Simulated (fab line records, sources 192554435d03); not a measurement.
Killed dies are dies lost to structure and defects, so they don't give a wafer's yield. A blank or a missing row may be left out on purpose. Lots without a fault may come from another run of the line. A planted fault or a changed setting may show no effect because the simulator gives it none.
Which tool did it? | flow n5_finfet | 12 lots, 36 wafers sampled, at 6 steps of a route of 1938

WHAT THE GAUGES READ, wafer by wafer
N5_BEOL_M6_OVL_MEAS_12.
lot  | measured     | on         | M6_OVL (nm)
L074 | day 9 10:50  | overlay-02 | 0.0 -1.3 0.3
L077 | day 9 19:26  | overlay-01 | 1.8 0.6 -0.3
L079 | day 10 17:06 | overlay-01 | -1.0 0.0 -0.5
L081 | day 11 11:34 | overlay-02 | -0.2 -0.5 -1.1
L084 | day 12 01:32 | overlay-02 | -0.5 -0.8 0.5
L085 | day 12 04:49 | overlay-02 | 0.0 0.4 0.2
L088 | day 13 09:16 | overlay-01 | 0.5 0.4 0.5
L091 | day 13 14:01 | overlay-02 | 0.9 1.3 -0.3
L092 | day 14 14:43 | overlay-02 | 1.4 1.2 1.3
L093 | day 14 18:39 | overlay-01 | -0.2 -0.5 -1.4
L095 | day 15 14:58 | overlay-02 | 0.3 0.9 -0.6
L097 | day 15 22:44 | overlay-01 | -1.0 -0.2 -1.2

WHICH TOOL RAN EACH LOT (tool, then ch and the chambers of the sampled wafers, then the start)
lot  | N5_BEOL_M5_ETCH_72                 | N5_BEOL_M5_STRIP_91                           | N5_BEOL_M5_SPUTTER_48        | N5_BEOL_M5_CO_CAP_78             | N5_BEOL_M5_DEP_56
L074 | rie_diel-01 ch 0,2,3, day 8 21:06  | rie_diel-02 ch 0,2,3, day 9 02:48 or earlier  | pvd_sputter-01, day 9 02:48  | cvd_co-01 ch 0,1, day 9 08:45    | pecvd-02 ch 0,2, day 9 08:52
L077 | rie_diel-02 ch 2,3, day 9 08:08    | rie_diel-03 ch 1,2,3, day 9 11:28 or earlier  | pvd_sputter-02, day 9 11:28  | cvd_co-02 ch 1,2, day 9 16:41    | pecvd-01 ch 1,2, day 9 16:48
L079 | rie_diel-02 ch 0,2, day 9 22:20    | rie_diel-01 ch 0,2,3, day 10 04:50 or earlier | pvd_sputter-01, day 10 04:50 | cvd_co-02 ch 1,2, day 10 11:52   | pecvd-04 ch 0,1,2, day 10 11:59
L081 | rie_diel-02 ch 0,2,3, day 10 23:10 | rie_diel-02 ch 0,2,3, day 11 03:09 or earlier | pvd_sputter-01, day 11 03:09 | cvd_co-01 ch 0,2, day 11 10:08   | pecvd-02 ch 0,2, day 11 10:14
L084 | rie_diel-01 ch 0,2,3, day 11 10:28 | rie_diel-02 ch 0,3, day 11 15:25 or earlier   | pvd_sputter-02, day 11 15:25 | cvd_co-02 ch 0,2, day 11 20:38   | pecvd-04 ch 0,1,2, day 11 20:44
L085 | rie_diel-01 ch 0,1,2, day 11 14:03 | rie_diel-02 ch 0,1,2, day 11 21:44 or earlier | pvd_sputter-01, day 11 21:44 | cvd_co-01 ch 0,2, day 12 03:17   | pecvd-02 ch 0,2, day 12 03:23
L088 | rie_diel-03 ch 1,2, day 12 21:29   | rie_diel-01 ch 1,2, day 13 01:31 or earlier   | pvd_sputter-03, day 13 01:31 | cvd_co-01 ch 0,2, day 13 07:01   | pecvd-04 ch 0,1,2, day 13 07:08
L091 | rie_diel-03 ch 1,2, day 13 01:26   | rie_diel-02 ch 0,1,2, day 13 06:51 or earlier | pvd_sputter-02, day 13 06:51 | cvd_co-02 ch 0,1,2, day 13 12:04 | pecvd-02 ch 0,1,2, day 13 12:11
L092 | rie_diel-03 ch 0,1,2, day 14 02:17 | rie_diel-01 ch 0,1,2, day 14 06:05 or earlier | pvd_sputter-02, day 14 06:05 | cvd_co-01 ch 0,1,2, day 14 11:21 | pecvd-04 ch 0,1,2, day 14 11:26
L093 | rie_diel-02 ch 0,1,3, day 14 08:51 | rie_diel-02 ch 0,1,3, day 14 11:30 or earlier | pvd_sputter-01, day 14 11:30 | cvd_co-02 ch 0,1, day 14 16:52   | pecvd-02 ch 1,2, day 14 16:58
L095 | rie_diel-02 ch 1,2, day 14 23:32   | rie_diel-01 ch 1,2, day 15 08:18 or earlier   | pvd_sputter-03, day 15 08:18 | cvd_co-02 ch 0,1,2, day 15 13:31 | pecvd-01 ch 0,1,2, day 15 13:38
L097 | rie_diel-02 ch 0,1, day 15 09:25   | rie_diel-02 ch 0,3, day 15 15:15 or earlier   | pvd_sputter-01, day 15 15:15 | cvd_co-02 ch 0,1, day 15 20:28   | pecvd-04 ch 0,2, day 15 20:35
- N5_BEOL_M5_ETCH_72: etches underlayer in N2/H2, target depth 6.5 nm, time 5.2 s.
- N5_BEOL_M5_STRIP_91: strips in N2/H2, time 10 s.
- N5_BEOL_M5_SPUTTER_48: material Cu, target thk 15 nm, time 27.62 s.
- N5_BEOL_M5_CO_CAP_78: material Co, precursor CCTBA/H2, target thk 2 nm, time 102.1 s.
- N5_BEOL_M5_DEP_56: deposits SiCN from 3MS/NH3, target thk 8 nm, time 14 s.

THE ANSWER, worked out from the rows above alone
Rule: what is usual is taken from the lots themselves. Put in order of their means at a reading, lots are off if they are a third of the lots or fewer, leave a main group of 4 or more, and stand apart from it by a gap of 3 or more times the standard deviation of the main group's means; of several such gaps the widest counts. A main group whose means are all the same, to the digits that the tables above print for the reading, isn't used. A lot without any number at a reading at which 4 lots or more have one is off too. The other lots that the step has rows for count as sound.
No lot is off at any reading shown: from this, nothing can be told.

WHAT THE SIMULATOR HAD PUT IN
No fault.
